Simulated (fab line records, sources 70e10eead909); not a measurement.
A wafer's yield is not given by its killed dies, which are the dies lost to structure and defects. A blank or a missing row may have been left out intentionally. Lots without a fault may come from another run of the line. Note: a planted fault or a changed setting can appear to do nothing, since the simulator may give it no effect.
Chamber matching -- flow nand-harc -- NHARC_P_M2_ETCH_35 on rie-diel-05: 4 sister chambers
The step etches the open film in N2/H2, target depth 40 nm, overetch 12 nm, time 43.94 s. 18 wafers are shown with their chamber, then 9 later ones without.

== WAFERS WITH THEIR CHAMBER ==
wafer,chamber,showerhead-plenum-p-Torr (Torr),rf-vpp-V (V),oes-product-au (a.u.)
L077.3,0,2.06,431.1,0.989
L077.4,1,1.94,427.6,0.995
L077.5,0,2.06,431.8,0.989
L080.2,2,2.07,431.6,0.985
L080.3,3,2.06,432.0,1.009
L080.5,3,2.06,430.8,1.025
L082.2,3,2.06,431.8,1.011
L082.4,0,2.06,431.6,0.990
L082.5,2,2.06,431.3,0.977
L086.2,1,1.93,427.5,1.001
L086.5,2,2.06,430.6,0.982
L086.6,1,1.93,427.9,1.005
L089.1,2,2.06,431.8,0.987
L089.4,3,2.06,431.2,1.022
L089.5,1,1.93,427.9,1.004
L092.1,3,2.06,430.7,1.023
L092.2,1,1.93,427.8,1.003
L092.5,0,2.06,430.5,1.001

SIGNATURES (means of the wafers above)
reading,chamber 0,chamber 1,chamber 2,chamber 3,scatter within a chamber
showerhead-plenum-p-Torr,2.0600,1.9320,2.0625,2.0600,0.00333
rf-vpp-V,431.250,427.740,431.325,431.300,0.488
oes-product-au,0.99225,1.00160,0.98275,1.01800,0.00562
Rule: a wafer's distance from a chamber is the root of the sum, over the readings, of the square of ((its reading less the chamber's mean) divided by the reading's scatter). If the next closest chamber is less than 2 further off than the closest, the wafer can't be placed; otherwise it belongs to the closest. The scatter: the root of (the sum of the squares of (reading less its chamber's mean) over the shown wafers, divided by (wafers less chambers)).

== WAFERS WITH NO CHAMBER GIVEN ==
wafer,showerhead-plenum-p-Torr (Torr),rf-vpp-V (V),oes-product-au (a.u.)
L093.1,2.06,429.8,1.013
L093.5,2.06,430.7,0.999
L093.6,1.93,426.7,1.017
L094.1,2.06,429.4,0.992
L094.2,2.06,431.5,0.989
L094.5,2.06,431.6,0.999
L097.2,2.06,432.5,0.997
L097.3,1.93,427.4,1.006
L097.6,2.06,431.7,1.006

== WHICH CHAMBER EACH ONE RAN IN ==
wafer,from the rows above,in truth
L093.1,can't be placed: 3 or 0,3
L093.5,can't be placed: 0 or 2 or 3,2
L093.6,1,1
L094.1,can't be placed: 0 or 2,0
L094.2,can't be placed: 0 or 2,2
L094.5,can't be placed: 0 or 2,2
L097.2,can't be placed: 0 or 2 or 3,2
L097.3,1,1
L097.6,can't be placed: 3 or 0 or 2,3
Correct placement for 2 of the 9. Cannot be placed on the basis of these rows: 7; the candidates contain the true chamber in 7. 0 placed wrongly.
